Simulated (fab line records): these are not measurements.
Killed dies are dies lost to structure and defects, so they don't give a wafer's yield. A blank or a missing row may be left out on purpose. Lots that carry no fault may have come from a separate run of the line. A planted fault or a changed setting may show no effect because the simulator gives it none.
Lot-split experiment | flow n5 finfet | route with 1938 steps; 7 lots, 21 wafers read

THE SPLIT
At N5_BEOL_M10_COAT_59 (time 60 s, resist thk 100 nm), the setting spin rpm was moved away from the recipe's 1500 rpm on 2 of the 21 wafers read, by -4.8% to +6.2%. All remaining wafers had this setting at the recipe value.

FROM THE SPLIT TO THE READING: what the file shows between them, 8 steps
- N5_BEOL_M10_EXPOSE_08: exposes mask M10 (also split here: dose mj)
- N5_BEOL_M10_PEB_09: peb time 60 s
- N5_BEOL_M10_DEVELOP_10: develop time 30 s
- N5_BEOL_M10_DESCUM_16: chemistry O2, time 7.9 s
- N5_BEOL_M10_ETCH_61: etches SiARC in CF4, target depth 39 nm, time 65 s
- N5_BEOL_M10_ETCH_62: etches SOC in N2/H2, target depth 110 nm, overetch 22 nm, time 165 s
- N5_BEOL_M10_STRIP_68: strips in N2/H2
- N5_BEOL_M10_STRIP_67: strips in CF4

THE READING
SOC_of_BEOL_M10_COAT_59.thk nm (the simulator's own value, which no gauge read), in nm, at N5_BEOL_M10_HM_OPEN_17 (chemistry Cl2/BCl3, target TiN, target depth 20 nm, overetch 6 nm). There is no usual value for it anywhere in the file. Average 92.1 nm, standard deviation 0.26 nm, over the 19 wafers here run with the recipe.

wafer  | tool, chamber at the split | spin rpm as run, rpm | against the recipe | SOC_of_BEOL_M10_COAT_59.thk nm, nm | against lot-mates on the recipe
L074.2 | litho track-04, 0          | 1500                 | recipe             | 92.4                               | -
L074.5 | litho track-04, 0          | 1500                 | recipe             | 92.4                               | -
L074.3 | litho track-04, 0          | 1500                 | recipe             | 92.2                               | -
L086.3 | litho track-04, 0          | 1500                 | recipe             | 92.4                               | -
L086.5 | litho track-04, 0          | 1500                 | recipe             | 92.2                               | -
L086.6 | litho track-04, 0          | 1500                 | recipe             | 92                                 | -
L081.1 | litho track-03, 0          | 1500                 | recipe             | 92                                 | -
L081.2 | litho track-03, 0          | 1500                 | recipe             | 92                                 | -
L081.4 | litho track-03, 0          | 1500                 | recipe             | 92                                 | -
L090.2 | litho track-04, 0          | 1500                 | recipe             | 92.2                               | -
L090.3 | litho track-04, 0          | 1428                 | -4.8%              | 94.6                               | +2.6
L090.6 | litho track-04, 0          | 1500                 | recipe             | 91.8                               | -
L089.3 | litho track-05, 0          | 1500                 | recipe             | 91.8                               | -
L089.4 | litho track-05, 0          | 1500                 | recipe             | 92.6                               | -
L089.6 | litho track-05, 0          | 1593                 | +6.2%              | 88.6                               | -3.6
L087.3 | litho track-04, 0          | 1500                 | recipe             | 92.4                               | -
L087.4 | litho track-04, 0          | 1500                 | recipe             | 92                                 | -
L087.5 | litho track-04, 0          | 1500                 | recipe             | 92.2                               | -
L093.3 | litho track-05, 0          | 1500                 | recipe             | 91.6                               | -
L093.4 | litho track-05, 0          | 1500                 | recipe             | 91.8                               | -
L093.6 | litho track-05, 0          | 1500                 | recipe             | 91.8                               | -

THE FIT
A straight line over all 21 wafers: SOC_of_BEOL_M10_COAT_59.thk nm changes by -0.548 nm for each +1% of spin rpm; r = -0.97; the points scatter about the line by 0.26 nm.
The same after taking each lot's own level away (the mean of its wafers on the recipe; 21 wafers): -0.566 nm for each +1%; r = -0.98; scatter 0.18 nm.
On that fit, the largest move of spin rpm shifts the reading by 3.5 nm.
From 91.73 to 92.33 nm: that is the span of the lots' own levels, equal to 2.3 times the standard deviation above.
So the lot-to-lot level changes the slope little: the two slopes agree.
Check: -3.36 nm against its lot-mates is what the line predicts for one of the wafers moved furthest among these (+6.2%) when that wafer is left out of the fit. It came out at -3.6 nm against them.

OTHER SPLITS ON THESE WAFERS
These wafers also went through other splits before the reading. Each is held against what the fit with the lots' levels taken away leaves over:
other split on the same wafers   | wafers away from the commonest value | r with SOC_of_BEOL_M10_COAT_59.thk nm (lot level and that fit taken away)
N5_BEOL_M8_TRENCH_ETCH_37 time s | 4                                    | +0.02
N5_BEOL_M10_EXPOSE_08 dose mj    | 4                                    | -0.03

THE WHOLE CHAIN: every reading that the file lists as answering this split, in the file's order
step                   | what it does                                                         | reading                                                                         | change (the file's fit)               | r (the file's)
N5_BEOL_M10_COAT_59    | time 60 s, resist thk 100 nm                                         | SOC_of_BEOL_M10_COAT_59.thk nm (the simulator's own value, which no gauge read) | -0.52 nm for each +1% of the setting  | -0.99
N5_BEOL_M10_ETCH_62    | etches SOC in N2/H2, target depth 110 nm, overetch 22 nm, time 165 s | etch.depth nm (the simulator's own value, which no gauge read)                  | -0.513 nm for each +1% of the setting | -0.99
N5_BEOL_M10_HM_OPEN_17 | chemistry Cl2/BCl3, target TiN, target depth 20 nm, overetch 6 nm    | SOC_of_BEOL_M10_COAT_59.thk nm (the simulator's own value, which no gauge read) | -0.566 nm for each +1% of the setting | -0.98

FILE'S OWN FIT
SOC_of_BEOL_M10_COAT_59.thk nm changes by -0.566 nm for each +1% of spin rpm, r = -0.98.
